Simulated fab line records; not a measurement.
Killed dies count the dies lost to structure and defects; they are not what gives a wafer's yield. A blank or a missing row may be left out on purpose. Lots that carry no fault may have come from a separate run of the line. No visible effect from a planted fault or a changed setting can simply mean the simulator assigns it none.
Split-lot trial    flow n5_finfet    7 lots, 21 wafers read, on a route of 1938 steps

ON THE SPLIT
At N5_BEOL_M12_ILD_DEP_00 (deposits SiOC from DEMS/O2, target thk 658.92 nm, time 130.7 s), the setting time_s was moved away from the recipe's 130.7 s on 5 of the 21 wafers read, by -9.0% to +14.5%. The other wafers ran this setting at the recipe's value.

Between the split and the reading, the file records no step.

THE READING
M12_ILD_THK (nm), taken at N5_BEOL_M12_THK_MEAS_01. On this fab line, fault-free wafers typically give 660 nm with a standard deviation of 8.7 nm.

wafer   tool, chamber at the split  time_s as run, s  against the recipe  M12_ILD_THK, nm  against lot-mates on the recipe
L074.2  pecvd-04, 0                 130.7             recipe              649              -
L074.3  pecvd-04, 0                 130.7             recipe              662              -
L074.5  pecvd-04, 0                 130.7             recipe              661              -
L077.2  pecvd-04, 2                 130.7             recipe              659              -
L077.3  pecvd-04, 1                 130.7             recipe              647              -
L077.5  pecvd-04, 0                 147.1             +12.5%              745              +92
L087.1  pecvd-01, 2                 130.7             recipe              642              -
L087.2  pecvd-01, 0                 130.7             recipe              647              -
L087.4  pecvd-01, 1                 130.7             recipe              654              -
L088.1  pecvd-02, 1                 130.7             recipe              650              -
L088.3  pecvd-02, 0                 130.7             recipe              657              -
L088.5  pecvd-02, 1                 130.7             recipe              661              -
L093.4  pecvd-04, 2                 130.7             recipe              679              -
L093.5  pecvd-04, 1                 130.7             recipe              666              -
L093.6  pecvd-04, 0                 119.1             -8.9%               618              -54
L095.2  pecvd-01, 2                 130.7             recipe              656              -
L095.3  pecvd-01, 1                 130.7             recipe              651              -
L095.4  pecvd-01, 2                 149.7             +14.5%              759              +106
L096.1  pecvd-04, 1                 118.9             -9.0%               602              -75
L096.2  pecvd-04, 0                 118.9             -9.0%               595              -82
L096.4  pecvd-04, 2                 130.7             recipe              677              -

THE FIT
A straight line over all 21 wafers: M12_ILD_THK changes by +6.53 nm for each +1% of time_s; r = +0.96; the points scatter about the line by 10 nm.
The same after taking each lot's own level away (the mean of its wafers on the recipe; 21 wafers): +7.52 nm for each +1%; r = +0.99; scatter 6.6 nm.
That fit puts the effect of the largest move of time_s on the reading at 1.1e+02 nm.
From 647.7 to 677.0 nm: that is the span of the lots' own levels, equal to 3.4 times the standard deviation above.
Hence the slope depends on the lot-to-lot level, as the two fits are not the same.
Check: for one of the wafers moved furthest among these (+14.5%), held out of the fit, the line's prediction against its lot-mates is +111 nm. It came out at +106 nm against them.

THESE WAFERS: OTHER SPLITS
Other splits were also applied to these wafers ahead of the reading. Each is held against what the fit with the lots' levels taken away leaves over:
other split on the same wafers  wafers away from the commonest value  r with M12_ILD_THK (lot level and that fit taken away)
N5_BEOL_M11_COAT_59 spin_rpm    5                                     +0.44

THE WHOLE CHAIN: every reading that the file lists as answering this split, in the file's order
step                     what it does                                                    reading                                                                              change (the file's fit)                                                                 r (the file's)
N5_BEOL_M12_ILD_DEP_00   deposits SiOC from DEMS/O2, target thk 658.92 nm, time 130.7 s  SiOC_of_BEOL_M12_ILD_DEP_00.thk_nm (the simulator's own value, which no gauge read)  +7.35 nm for each +1% of the setting                                                    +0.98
N5_BEOL_M12_THK_MEAS_01                                                                  M12_ILD_THK                                                                          +7.34 for each +1% of the setting                                                       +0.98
N5_BEOL_M12_VIA_ETCH_16  etches SiOC in C4F8/O2/Ar, target depth 724.8 nm                etch.depth_nm (the simulator's own value, which no gauge read)                       +7.35 nm for each +1% of the setting                                                    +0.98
N5_BEOL_M12_STRIP_63     strips in N2/H2                                                 strip_time_to_endpoint_s                                                             withheld for each +1% of the setting                                                    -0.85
N5_BEOL_M12_ETCH_38      etches SiCN in CF4/N2, target depth 68.7 nm, time 73.4 s        SiOC_of_BEOL_M12_ILD_DEP_00.thk_nm (the simulator's own value, which no gauge read)  +7.38 nm for each +1% of the setting                                                    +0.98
N5_BEOL_M12_VIA_ETCH_16  etches SiOC in C4F8/O2/Ar, target depth 724.8 nm                coat_of_BEOL_M12_COAT_04.thk_nm (the simulator's own value, which no gauge read)     -1.97 nm for each +1% of the setting, in a fit together with spin_rpm@BEOL_M12_COAT_04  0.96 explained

THE FILE'S OWN FIT
M12_ILD_THK changes by +7.34 nm for each +1% of time_s, r = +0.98.
